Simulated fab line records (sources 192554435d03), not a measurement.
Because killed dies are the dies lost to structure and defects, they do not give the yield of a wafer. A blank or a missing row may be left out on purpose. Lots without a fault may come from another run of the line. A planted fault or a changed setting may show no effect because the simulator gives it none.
Matching of chambers / flow n5_finfet / 3 sister chambers for N5_BEOL_M5_CURE_80 on uv_cure-02
The step cures SiCOH lowk, time 120 s. 3 wafers are shown with their chamber, then 12 later ones without.

== WAFERS WITH THEIR CHAMBER ==
wafer=L080.5 chamber=2 wafer_temp_C_max=372.1
wafer=L084.3 chamber=1 wafer_temp_C_max=373.7
wafer=L085.3 chamber=0 wafer_temp_C_max=371.6

== WAFERS WITHOUT THEIR CHAMBER ==
wafer=L086.1 wafer_temp_C_max=371.7
wafer=L086.2 wafer_temp_C_max=372.3
wafer=L086.4 wafer_temp_C_max=371.8
wafer=L089.2 wafer_temp_C_max=371.8
wafer=L089.5 wafer_temp_C_max=372.2
wafer=L089.6 wafer_temp_C_max=372.2
wafer=L096.1 wafer_temp_C_max=371.9
wafer=L096.2 wafer_temp_C_max=371.8
wafer=L096.5 wafer_temp_C_max=371.6
wafer=L097.1 wafer_temp_C_max=372.3
wafer=L097.2 wafer_temp_C_max=371.9
wafer=L097.5 wafer_temp_C_max=372.2

== THE CHAMBER EACH PASSED THROUGH ==
wafer=L086.1; from the rows above=can't be placed: 0 or 2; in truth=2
wafer=L086.2; from the rows above=2; in truth=2
wafer=L086.4; from the rows above=can't be placed: 0 or 2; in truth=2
wafer=L089.2; from the rows above=can't be placed: 0 or 2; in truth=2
wafer=L089.5; from the rows above=2; in truth=2
wafer=L089.6; from the rows above=2; in truth=2
wafer=L096.1; from the rows above=can't be placed: 2 or 0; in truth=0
wafer=L096.2; from the rows above=can't be placed: 0 or 2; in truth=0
wafer=L096.5; from the rows above=0; in truth=0
wafer=L097.1; from the rows above=2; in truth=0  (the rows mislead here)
wafer=L097.2; from the rows above=can't be placed: 2 or 0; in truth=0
wafer=L097.5; from the rows above=2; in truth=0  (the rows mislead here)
4 of 12 placed correctly. Not placeable from these rows: 6 (in 6, the candidates include the true chamber). Wrongly placed: 2.
How it was worked out, from the rows above alone: a wafer's distance from a chamber is the root of the sum, over the readings, of the square of ((its reading less the chamber's mean) divided by the reading's scatter). If the next closest chamber is less than 2 further off than the closest, the wafer can't be placed; otherwise it belongs to the closest. Each chamber's mean is taken over the wafers shown for it. The scatter: root of mean squared gap, hidden wafer to nearest shown wafer, with one shown wafer a chamber.
